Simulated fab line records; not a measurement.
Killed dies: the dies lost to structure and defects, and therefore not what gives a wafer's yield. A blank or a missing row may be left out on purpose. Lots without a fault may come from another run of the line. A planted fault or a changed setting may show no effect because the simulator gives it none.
Chamber matching | flow n5Finfet | 4 sister chambers for N5_PASSIVATION_DESCUM_32 on rieDiel-04
The step chemistry O2, time 7.9 s. 8 wafers are shown with their chamber, then 7 later ones without.

== WAFERS, EACH WITH ITS CHAMBER ==
wafer  | chamber | throttleValvePct (%) | drypumpMotorCurrentA (A)
L199.3 | 1       | 20.11                | 6.3
L199.6 | 0       | 20.09                | 5.7
L202.5 | 0       | 20.10                | 5.7
L202.6 | 3       | 20.60                | 5.1
L205.3 | 2       | 20.20                | 6.1
L205.5 | 2       | 20.19                | 6.1
L205.6 | 1       | 20.13                | 6.2
L208.2 | 3       | 20.61                | 5.0

== WAFERS WITHOUT THEIR CHAMBER ==
wafer  | throttleValvePct (%) | drypumpMotorCurrentA (A)
L208.4 | 20.21                | 6.2
L209.1 | 20.12                | 6.3
L209.3 | 20.20                | 6.1
L209.5 | 20.14                | 6.3
L213.3 | 20.13                | 5.8
L213.5 | 20.24                | 6.1
L213.6 | 20.63                | 5.1

== CHAMBER TAKEN BY EACH ==
wafer  | from the rows above | in truth
L208.4 | 2                   | 2
L209.1 | 1                   | 1
L209.3 | 2                   | 2
L209.5 | 1                   | 1
L213.3 | 0                   | 0
L213.5 | 2                   | 2
L213.6 | 3                   | 3
7 of 7 placed correctly. Can't be placed from these rows: 0. Number placed wrongly: 0.
How it was worked out, from the rows above alone: a wafer's distance from a chamber is the root of the sum, over the readings, of the square of ((its reading less the chamber's mean) divided by the reading's scatter). If the next closest chamber is less than 2 further off than the closest, the wafer can't be placed; otherwise it belongs to the closest. For every chamber, the mean is computed from those of its wafers that are shown. How the scatter is found: for the shown wafers, subtract from each reading the mean of its chamber, square and add these, divide the total by (wafers less chambers), then take the root.
